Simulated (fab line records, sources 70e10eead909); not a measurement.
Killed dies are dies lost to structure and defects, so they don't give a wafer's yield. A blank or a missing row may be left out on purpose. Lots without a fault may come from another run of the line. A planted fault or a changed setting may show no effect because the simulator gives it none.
fab line records | flow nand_harc
record lots=14 wafers=40 last_day=24
route steps=1159 shown P_STI@96 P_GATE@131 END@1159
lots that met no fault: from a run of the same line without faults
start_h: hours from the record's first day to the start of the lot's first wafer shown | wait_h: hours since the lot's step before | " the same as in the row above | L1.1+2: a row that stands for several wafers | - no value, or no start given | * or withheld: withheld | < > ~ a bound
route shown NAME@n: a module of which the file shows steps, and the number in the route of the first | usual: mean/standard deviation of fault-free wafers | same: alike in all rows | chamber/n: place in a boat | sites: the reading at each site | _std_site: their standard deviation | _edge_site: outer sites' mean less inner sites' | radius_mm: how far each site lies from the wafer's centre | mask NAME#n: copy n | behind: the tool/chamber that last shaped the wafer | hold: why the lot was held/for how many hours/how that ended | device: the transistor (n, p or np) that didn't switch | end of line: the same wafers' tests at the end of the route | a step without rows: its recipe alone | killed: dies lost to structure and defects at the first sort, not the wafer's yield | map: a wafer's dies, x killed, . not, _ none there
set.NAME: the setting as run; set.NAME@STEP: as run at that earlier step | model.NAME: the simulator's own value behind a step, which no gauge read
steps of the route over a sample of lots; a table a step, a row a wafer
services: from which hour (start_h, from the record's first day; less than 0 if before it) a tool's chamber was out of use, for how many hours, and why
## steps
# step NHARC_P_STI_OCD_MEAS_43
# usual trench_depth_nm=301.7/2.9 trench_foot_cd_nm=157.8/1.7
# columns lot.wafer tool chamber start_h wait_h trench_depth_nm trench_foot_cd_nm
L975.1 ocd-02 - 37.97 - 297.9 161.1
L975.2 " - " " 300.3 158.6
L975.5 " - " " 298.7 160.1
L976.1 ocd-02 - 41.75 - 306.2 158.1
L976.4 " - " " 304.0 157.5
L976.5 " - " " 304.2 158.1
L979.1 ocd-02 - 60.72 - 298.5 156.8
L979.3 " - " " 300.0 158.8
L979.5 " - " " 300.1 155.8
L980.2 ocd-02 - 66.20 - 304.0 157.4
L980.5 " - " " 302.1 156.9
L980.6 " - " " 300.2 157.6
L981.3 ocd-02 - 72.77 - 301.5 158.9
L981.4 " - " " 300.3 160.3
L981.5 " - " " 299.7 158.1
L982.2 ocd-02 - 78.23 - 301.2 154.1
L982.5 " - " " 301.5 154.2
L982.6 " - " " 301.2 156.6
L983.1 ocd-01 - 84.92 - 301.1 157.8
L983.5 " - " " 300.9 158.9
L983.6 " - " " 300.2 157.8
L984.1 ocd-02 - 92.87 - 303.0 156.0
L984.2 " - " " 302.9 153.4
L984.3 " - " " 298.5 154.6
L987.1 ocd-02 - 108.26 - 301.7 154.9
L987.2 " - " " 302.3 155.8
L987.3 " - " " 299.4 158.0
L988.4 ocd-02 - 114.48 - 300.8 160.7
L988.5 " - " " 298.5 160.7
L990.1 ocd-01 - 127.04 - 304.0 158.0
L990.3 " - " " 304.4 157.8
L990.6 " - " " 301.9 157.7
L991.4 ocd-02 - 136.62 - 301.9 156.4
L991.5 " - " " 304.4 156.3
L997.2 ocd-01 - 169.32 - 303.2 158.0
L997.3 " - " " 300.3 159.9
L997.4 " - " " 301.4 158.1
L998.1 ocd-02 - 174.93 - 303.4 157.8
L998.4 " - " " 304.6 154.9
L998.5 " - " " 304.6 158.4
# step NHARC_P_GATE_HM_DEP_102
# recipe target_thk_a=1200 temp_c=400 material=aC
# usual throttle_valve_pct=34.999/0.0082
# columns lot.wafer tool chamber start_h wait_h throttle_valve_pct
L975.1 acl_dep-03 0 87.22 1.5 34.992
L975.2 " 0 " " 34.985
L975.5 " 0 " " 34.996
L976.1 acl_dep-03 0 87.86 2.1 34.993
L976.4 " 0 " " 35.013
L976.5 " 0 " " 35.012
L979.1 acl_dep-02 0 109.82 0.4 35.000
L979.3 " 0 " " 34.979
L979.5 " 0 " " 35.001
L981.3 acl_dep-02 0 120.83 3.2 34.983
L981.4 " 0 " " 34.998
L981.5 " 0 " " 34.998
L980.2 acl_dep-03 0 121.22 3.6 34.998
L980.5 " 0 " " 35.008
L980.6 " 0 " " 34.994
L983.1 acl_dep-03 0 131.57 2.4 34.993
L983.5 " 0 " " 34.995
L983.6 " 0 " " 35.002
L982.2 acl_dep-01 0 131.69 2.6 35.012
L982.5 " 0 " " 35.000
L982.6 " 0 " " 35.009
L984.1 acl_dep-02 0 147.39 0.4 34.989
L984.2 " 0 " " 34.997
L984.3 " 0 " " 35.002
L987.1 acl_dep-01 0 170.50 2.4 35.000
L987.2 " 0 " " 34.999
L987.3 " 0 " " 34.980
L988.4 acl_dep-03 0 171.02 2.9 34.994
L988.5 " 0 " " 35.020
L990.1 acl_dep-03 0 173.34 0.4 34.989
L990.3 " 0 " " 35.010
L990.6 " 0 " " 34.991
L991.4 acl_dep-02 0 187.34 4.3 35.000
L991.5 " 0 " " 35.011
L997.2 acl_dep-03 0 223.76 0.5 35.005
L997.3 " 0 " " 34.996
L997.4 " 0 " " 35.003
L998.1 acl_dep-02 0 234.26 5.4 35.003
L998.4 " 0 " " 34.998
L998.5 " 0 " " 35.010
# step NHARC_P_GATE_DEP_103
# recipe target_thk_a=300 target_thk_nm=30 temp_c=400 flow_sccm=200 rf_w=350 material=SiON
# usual heater_power_w=754/99
# columns lot.wafer tool chamber start_h wait_h heater_power_w
L975.1 pecvd-01 0 87.89 0.6 620
L975.2 " 1 " " 856
L975.5 " 2 " " 738
L976.1 pecvd-04 1 88.55 0.6 944
L976.5 " 0 " " 796
L976.4 " 2 " " 825
L979.3 pecvd-03 0 110.52 0.4 670
L979.1 " 1 " " 786
L979.5 " 2 " " 658
L981.3 pecvd-04 0 121.34 0.4 713
L981.4 " 2 " " 816
L981.5 " 0 " " 712
L980.2 pecvd-01 1 121.80 0.5 849
L980.6 " 0 " " 671
L980.5 " 1 " " 845
L983.1 pecvd-04 1 132.22 0.6 939
L983.6 " 1 " " 945
L983.5 " 0 " " 749
L982.2 pecvd-03 0 132.25 0.5 623
L982.6 " 0 " " 609
L982.5 " 1 " " 721
L984.3 pecvd-01 2 148.07 0.3 759
L984.2 " 0 " " 618
L984.1 " 1 " " 837
L987.2 pecvd-03 2 171.20 0.5 673
L987.1 " 0 " " 593
L987.3 " 1 " " 685
L988.4 pecvd-04 1 171.45 0.3 890
L988.5 " 2 " " 764
L990.1 pecvd-04 1 174.17 0.7 909
L990.3 " 2 " " 893
L990.6 " 0 " " 670
L991.5 pecvd-01 1 187.77 0.2 810
L991.4 " 2 " " 687
L997.2 pecvd-04 2 224.36 0.5 786
L997.3 " 1 " " 935
L997.4 " 0 " " 834
L998.1 pecvd-01 0 234.93 0.6 621
L998.5 " 1 " " 878
L998.4 " 2 " " 702
# step NHARC_P_GATE_PEB_24
# recipe peb_temp_c=100 peb_time_s=65
# usual heater_power_total_W=156.6/0.39 resist_line_temp_C=23.02/0.091
# columns lot.wafer tool chamber start_h wait_h heater_power_total_W resist_line_temp_C
L975.1 litho_track-04 0 88.36 0.1 156.9 23.12
L975.2 " 0 " " 156.2 22.96
L975.5 " 0 " " 157.1 23.10
L976.1 litho_track-06 0 89.12 0.1 156.4 23.00
L976.4 " 0 " " 156.2 23.04
L976.5 " 0 " " 157.0 23.03
L979.1 litho_track-06 0 110.96 0.1 156.2 23.00
L979.3 " 0 " " 156.9 23.14
L979.5 " 0 " " 157.2 23.01
L981.3 litho_track-04 0 121.88 0.0 156.4 22.92
L981.4 " 0 " " 156.5 23.17
L981.5 " 0 " " 156.2 23.06
L980.2 litho_track-04 0 122.37 0.1 156.4 23.12
L980.5 " 0 " " 155.9 22.81
L980.6 " 0 " " 156.4 22.95
L983.1 litho_track-06 0 132.70 0.1 156.3 23.16
L983.5 " 0 " " 156.6 23.04
L983.6 " 0 " " 156.0 23.17
L982.2 litho_track-01 0 132.85 0.1 156.5 23.03
L982.5 " 0 " " 155.9 23.16
L982.6 " 0 " " 157.1 23.09
L984.1 litho_track-04 0 148.54 0.1 156.0 23.10
L984.2 " 0 " " 156.5 22.88
L984.3 " 0 " " 156.8 22.98
L987.1 litho_track-01 0 171.80 0.1 156.6 23.01
L987.2 " 0 " " 156.6 23.11
L987.3 " 0 " " 157.1 23.00
L988.4 litho_track-04 0 172.00 0.0 193.8 22.81
L988.5 " 0 " " 156.4 22.94
L990.1 litho_track-04 0 174.61 0.1 157.0 22.98
L990.3 " 0 " " 195.1 23.17
L990.6 " 0 " " 157.0 23.02
L991.4 litho_track-04 0 188.28 0.0 194.9 23.10
L991.5 " 0 " " 156.7 23.02
L997.2 litho_track-01 0 224.96 0.1 157.0 22.97
L997.3 " 0 " " 156.4 23.03
L997.4 " 0 " " 157.1 23.14
L998.1 litho_track-06 0 235.41 0.1 156.2 22.99
L998.4 " 0 " " 156.5 22.92
L998.5 " 0 " " 157.1 22.99
# step NHARC_P_GATE_CD_MEAS_26
# recipe target_cd_nm=120 landing_energy_ev=500
# usual cd_nm=120.1/0.48
# columns lot.wafer tool chamber start_h wait_h cd_nm
L975.1 cd_sem-01 0 88.44 - 120.3
L975.2 " 0 " " 120.2
L975.5 " 0 " " 120.4
L976.1 cd_sem-03 0 89.20 - 120.8
L976.4 " 0 " " 120.9
L976.5 " 0 " " 120.6
L979.1 cd_sem-01 0 111.04 - 119.9
L979.3 " 0 " " 119.5
L979.5 " 0 " " 120.3
L981.3 cd_sem-02 0 121.96 - 120.4
L981.4 " 0 " " 120.3
L981.5 " 0 " " 120.2
L980.2 cd_sem-01 0 122.45 - 120.7
L980.5 " 0 " " 120.6
L980.6 " 0 " " 120.3
L983.1 cd_sem-02 0 132.78 - 120.2
L983.5 " 0 " " 120.5
L983.6 " 0 " " 119.7
L982.2 cd_sem-01 0 132.93 - 119.9
L982.5 " 0 " " 120.2
L982.6 " 0 " " 119.8
L984.1 cd_sem-02 0 148.62 - 119.9
L984.2 " 0 " " 119.6
L984.3 " 0 " " 119.8
L987.1 cd_sem-03 0 171.88 - 119.7
L987.2 " 0 " " 120.1
L987.3 " 0 " " 120.3
L988.4 cd_sem-03 0 172.09 - 134.7
L988.5 " 0 " " 119.4
L990.1 cd_sem-03 0 174.69 - 119.9
L990.3 " 0 " " 135.6
L990.6 " 0 " " 120.2
L991.4 cd_sem-01 0 188.37 - 135.4
L991.5 " 0 " " 120.3
L997.2 cd_sem-03 0 225.04 - 120.0
L997.3 " 0 " " 120.0
L997.4 " 0 " " 120.1
L998.1 cd_sem-03 0 235.49 - 120.3
L998.4 " 0 " " 119.0
L998.5 " 0 " " 119.9
# step NHARC_END_SORT_01
# recipe temp_c=25
# usual killed_at_array=26/8.6 killed_at_other=0.7/0.97 killed_at_periphery=3.2/2.2 killed_dies=30/8.9 killed_open=3.1/1.8 killed_short=2.2/1.8
# same gross_dies=677
# columns lot.wafer tool chamber start_h wait_h killed_at_array killed_at_other killed_at_periphery killed_dies killed_open killed_short
L991.4 prober-01 0 535.09 3.4 45 4 26 75 4 3
L991.5 prober-01 0 535.91 3.7 52 2 3 57 4 2
L990.1 prober-01 0 540.50 2.5 29 0 4 33 7 0
L990.3 prober-01 0 542.09 3.1 25 0 39 64 3 1
L990.6 prober-01 0 544.46 4.0 20 1 6 27 5 1
# killed by level:class
L991.4 P_GATE:area_peb=21 A_CHANNEL_HOLE_D1:chamber_film_flake=18 A_SLIT:chamber_film_flake=15 A_CONTACT:chamber_film_flake=5 P_M2:chamber_film_flake=4 THIN_TSV:chamber_film_flake=4 A_ONON_D1:geometric_particle:open=2 P_M0:geometric_particle:open=1
L991.5 A_SLIT:chamber_film_flake=18 A_CHANNEL_HOLE_D1:chamber_film_flake=17 A_CONTACT:chamber_film_flake=10 A_CHANNEL_FILL_D1:geometric_particle:short=2 A_STAIRCASE:chamber_film_flake=2 A_WL_FILL:chamber_film_flake=2 P_GATE:geometric_particle:open=1 P_CONTACT:geometric_particle:open=1
L990.1 A_CHANNEL_HOLE_D1:chamber_film_flake=23 A_CONTACT:geometric_particle:open=3 P_GATE:geometric_particle:open=1 P_M0:geometric_particle:open=1 P_M1:geometric_particle:open=1 A_CHANNEL_FILL_D1:geometric_particle:open=1 P_GATE:chamber_film_flake=1 A_CONTACT:chamber_film_flake=1
L990.3 P_GATE:area_peb=36 A_CHANNEL_HOLE_D1:chamber_film_flake=19 A_CONTACT:chamber_film_flake=4 P_ZERO_WELL:geometric_particle:open=1 P_GATE:geometric_particle:open=1 P_CONTACT:geometric_particle:open=1 A_WL_FILL:geometric_particle:short=1 A_STAIRCASE:chamber_film_flake=1
L990.6 A_CHANNEL_HOLE_D1:chamber_film_flake=12 A_CONTACT:chamber_film_flake=6 P_GATE:geometric_particle:open=3 P_M0:geometric_particle:open=1 A_ONON_D1:geometric_particle:short=1 A_CHANNEL_FILL_D1:geometric_particle:open=1 P_STI:chamber_film_flake=1 P_M2:chamber_film_flake=1
## services
# columns tool chamber start_h hours kind
pecvd-01 - 67.08 2.3 repair
litho_track-01 - 93.00 7.0 pm
pecvd-04 - 93.07 8.5 repair
pecvd-03 - 111.14 13.0 pm
pecvd-03 0 111.14 13.0 vent_cycle
pecvd-03 1 111.14 13.0 vent_cycle
pecvd-03 2 111.14 13.0 vent_cycle
acl_dep-01 - 112.71 13.0 pm
pecvd-04 - 113.62 0.2 repair
litho_track-06 - 117.00 7.0 pm
pecvd-03 0 124.14 - clean
pecvd-01 - 128.15 14.2 repair
pecvd-03 1 135.07 7.9 repair
litho_track-04 - 141.00 7.0 pm
pecvd-01 - 169.57 7.0 repair
acl_dep-02 - 170.13 13.0 pm
pecvd-04 - 205.99 13.0 pm
pecvd-04 0 205.99 13.0 vent_cycle
pecvd-04 1 205.99 13.0 vent_cycle
pecvd-04 2 205.99 13.0 vent_cycle
pecvd-04 0 218.99 - clean
pecvd-04 1 218.99 - clean
pecvd-04 2 218.99 - clean
acl_dep-03 - 224.31 13.0 pm
## key
first_sign step=NHARC_P_GATE_PEB_24 reading=heater_power_total_W direction=up sigmas=97 usual=* struck=*
effect step=NHARC_P_GATE_CD_MEAS_26 reading=cd_nm direction=up sigmas=32 usual=120.1 struck=135.2
effect step=NHARC_END_SORT_01 reading=killed_at_periphery direction=up sigmas=13 usual=3.2 struck=32.5
more_kills_born_at NHARC_P_GATE_PEB_24@litho_track-04=57
met_at NHARC_P_GATE_PEB_24
struck_lots L988,L990,L991
struck_wafers L988.4,L990.3,L991.4
sort_left_out L988.4
tester_left_out L988,L990,L991
not_acting_at NHARC_P_STI_OCD_MEAS_43,NHARC_P_GATE_HM_DEP_102,NHARC_P_GATE_DEP_103
onset_between 148.54 172.00
fault kind=process_parameter_drift tool=litho_track-04 chamber=- onset_h=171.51 steps=NHARC_P_GATE_PEB_24 channel=peb_time_s offset=* shape=step end_h=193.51 scope=struck_wafers_only acts_in=* stated=*
# tester_left_out: of these lots the tester's yield and bins aren't shown, on N5 and GAA mostly nor the transistor test; their killed dies are dies lost to structure and defects alone, not to doping, threshold or leakage, so they don't give the yield
# sort_left_out: the simulated sort isn't trusted on such a fault, so these wafers' sort isn't shown, and their yield isn't known
